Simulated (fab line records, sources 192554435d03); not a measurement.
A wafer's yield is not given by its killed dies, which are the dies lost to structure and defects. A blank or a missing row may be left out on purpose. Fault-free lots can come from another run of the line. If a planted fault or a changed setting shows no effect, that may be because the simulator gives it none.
Commonality check across tools | flow n5 finfet | Lots sampled 9, wafers sampled 27

## REASON FOR OPENING
Flagged at N5_WELL_APT_INSPECT_38: reading raw defect count, on 3 of 9 lots. No-fault wafers: 13, standard deviation 5.
Rule: a lot is flagged in two cases, either no wafer of it has a number, or all its wafers with numbers fall more than 4 standard deviations from that mean. All remaining lots are regarded as sound.

lot  | measured    | on                | raw defect count, wafer by wafer | flag
L723 | day 1 23:32 | defect inspect-01 | 11 14 4                          |
L725 | day 2 11:06 | defect inspect-01 | 9 5 12                           |
L729 | day 3 11:34 | defect inspect-02 | 448 516 442                      | FLAGGED
L730 | day 3 16:38 | defect inspect-02 | 14 13 20                         |
L731 | day 3 23:22 | defect inspect-02 | 463 460 492                      | FLAGGED
L732 | day 4 05:29 | defect inspect-01 | 513 466 462                      | FLAGGED
L741 | day 6 10:35 | defect inspect-01 | 20 14 12                         |
L742 | day 6 16:35 | defect inspect-02 | 12 11 10                         |
L744 | day 7 05:15 | defect inspect-02 | 15 15 16                         |
The mean of the flagged lots' numbers is 474, +461 from the usual (+92 standard deviations).

## WHICH TOOL EACH LOT WENT THROUGH
3 process steps preceding the reading are held in the record, out of 1938 steps in the route. Read each cell as the tool, then ch plus the chambers that the sampled wafers visited, then the start.
lot  | flag    | N5_ZERO_LAYER_ETCH_18           | N5_WELL_APT_DESCUM_13             | N5_WELL_APT_STRIP_33
L723 |         | rie si-01 ch 0,1,2, day 1 18:55 | rie diel-01 ch 1,2, day 1 20:07   | wet bench-06 ch 2,6,7, day 1 21:53
L725 |         | rie si-01 ch 1,2,3, day 2 07:04 | rie diel-04 ch 0,3, day 2 07:55   | wet bench-05 ch 1,3,5, day 2 09:57
L729 | FLAGGED | rie si-01 ch 0,1,3, day 3 06:55 | rie diel-04 ch 0,1,3, day 3 07:57 | wet bench-05 ch 5,6,7, day 3 09:59
L730 |         | rie si-01 ch 0,3, day 3 12:52   | rie diel-01 ch 1,2, day 3 13:43   | wet bench-06 ch 3,4,6, day 3 15:29
L731 | FLAGGED | rie si-05 ch 0,1,3, day 3 18:55 | rie diel-01 ch 0,1,2, day 3 19:46 | wet bench-05 ch 2,4,6, day 3 21:24
L732 | FLAGGED | rie si-02 ch 0,1, day 4 00:47   | rie diel-04 ch 0,3, day 4 02:20   | wet bench-05 ch 1,2,7, day 4 04:04
L741 |         | rie si-01 ch 0,1,3, day 6 06:55 | rie diel-01 ch 0,1,3, day 6 07:46 | wet bench-06 ch 0,3,5, day 6 09:24
L742 |         | rie si-02 ch 1,2, day 6 12:47   | rie diel-06 ch 2,3, day 6 13:39   | wet bench-06 ch 0,6,7, day 6 15:24
L744 |         | rie si-01 ch 0,1,3, day 7 00:47 | rie diel-04 ch 0,2, day 7 01:46   | wet bench-05 ch 1,3,4, day 7 03:36
What is done by these steps:
- N5_ZERO_LAYER_ETCH_18: etches Si in HBr/Cl2, target depth 120 nm, time 40 s.
- N5_WELL_APT_DESCUM_13: chemistry O2, time 7.9 s.
- N5_WELL_APT_STRIP_33: strips in SPM, time 900 s.
- N5_WELL_APT_INSPECT_38: inspects for defects (darkfield).

## FLAGGED OVER TOTAL, TOOL BY TOOL (the gauges that took the reading come last)
step                   | tool              | lots run | flagged | share of the flagged lots | sound lots run after its first flagged lot
N5_ZERO_LAYER_ETCH_18  | rie si-01         | 6        | 1       | some                      | 3 (L730,L741,L744)
N5_ZERO_LAYER_ETCH_18  | rie si-02         | 2        | 1       | some                      | 1 (L742)
N5_ZERO_LAYER_ETCH_18  | rie si-05         | 1        | 1       | some                      | 0
N5_WELL_APT_DESCUM_13  | rie diel-01       | 4        | 1       | some                      | 1 (L741)
N5_WELL_APT_DESCUM_13  | rie diel-04       | 4        | 2       | some                      | 1 (L744)
N5_WELL_APT_DESCUM_13  | rie diel-06       | 1        | 0       | none                      | -
N5_WELL_APT_STRIP_33   | wet bench-05      | 5        | 3       | all                       | 1 (L744)
N5_WELL_APT_STRIP_33   | wet bench-06      | 4        | 0       | none                      | -
N5_WELL_APT_INSPECT_38 | defect inspect-01 | 4        | 1       | some                      | 1 (L741)
N5_WELL_APT_INSPECT_38 | defect inspect-02 | 5        | 2       | some                      | 3 (L730,L742,L744)

## THE TABLE: WHAT IT ALLOWS
Rows of the table that ran each flagged lot: 1, that is wet bench-05 at N5_WELL_APT_STRIP_33.
- wet bench-05 at N5_WELL_APT_STRIP_33: 3 of its 5 lots flagged. Sound lots followed the first flagged one (L744) on it, something a lasting fault affecting the whole tool could not allow.
None of the table's rows ran every flagged lot and, after the first, no sound lot.

## WHAT HAD BEEN PUT IN BY THE SIMULATOR
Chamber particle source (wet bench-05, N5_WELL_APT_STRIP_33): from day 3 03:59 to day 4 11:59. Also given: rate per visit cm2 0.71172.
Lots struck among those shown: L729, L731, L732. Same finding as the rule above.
